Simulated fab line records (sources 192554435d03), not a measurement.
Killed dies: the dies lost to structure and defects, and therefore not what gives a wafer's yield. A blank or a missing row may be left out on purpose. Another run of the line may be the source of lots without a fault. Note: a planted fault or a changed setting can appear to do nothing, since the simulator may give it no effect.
Chamber matching + flow n5Finfet + N5_BEOL_M12_ILD_DEP_00 on pecvd-04: 3 sister chambers
The step deposits SiOC from DEMS/O2, target thk 658.92 nm, time 130.7 s. 6 wafers are shown with their chamber, then 8 later ones without.

## EACH WAFER AND ITS CHAMBER
| wafer  | chamber | throttleValvePct (%) | heaterPowerW (W) |
|--------|---------|----------------------|------------------|
| L085.2 | 0       | 12.6                 | 410              |
| L085.4 | 1       | 12.1                 | 582              |
| L087.3 | 1       | 11.9                 | 484              |
| L087.5 | 0       | 12.5                 | 427              |
| L087.6 | 2       | 12.3                 | 473              |
| L090.1 | 2       | 12.2                 | 416              |

## WAFERS WITH NO CHAMBER GIVEN
| wafer  | throttleValvePct (%) | heaterPowerW (W) |
|--------|----------------------|------------------|
| L090.3 | 12.5                 | 422              |
| L090.5 | 11.9                 | 589              |
| L095.2 | 12.1                 | 515              |
| L095.5 | 12.5                 | 399              |
| L095.6 | 11.9                 | 540              |
| L094.3 | 12.6                 | 433              |
| L094.4 | 11.9                 | 605              |
| L094.6 | 12.2                 | 441              |

## CHAMBER TAKEN BY EACH
| wafer  | from the rows above     | in truth                   |
|--------|-------------------------|----------------------------|
| L090.3 | 0                       | 0                          |
| L090.5 | 1                       | 1                          |
| L095.2 | can't be placed: 1 or 2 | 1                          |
| L095.5 | 0                       | 0                          |
| L095.6 | 1                       | 1                          |
| L094.3 | 0                       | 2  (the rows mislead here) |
| L094.4 | 1                       | 1                          |
| L094.6 | 2                       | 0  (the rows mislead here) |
Correct placement for 5 of the 8. From these rows, 1 cannot be placed; in 1 the true chamber is one of the candidates. Number placed wrongly: 2.
How it was worked out, from the rows above alone: a wafer's distance from a chamber is the root of the sum, over the readings, of the square of ((its reading less the chamber's mean) divided by the reading's scatter). The wafer belongs to the nearest chamber; if the next one is less than 2 further off, it can't be placed. The mean given for a chamber averages the wafers shown for that chamber. The scatter: take each reading less its chamber's mean, square it, sum over the shown wafers, divide by the number of wafers less the number of chambers, and take the root.
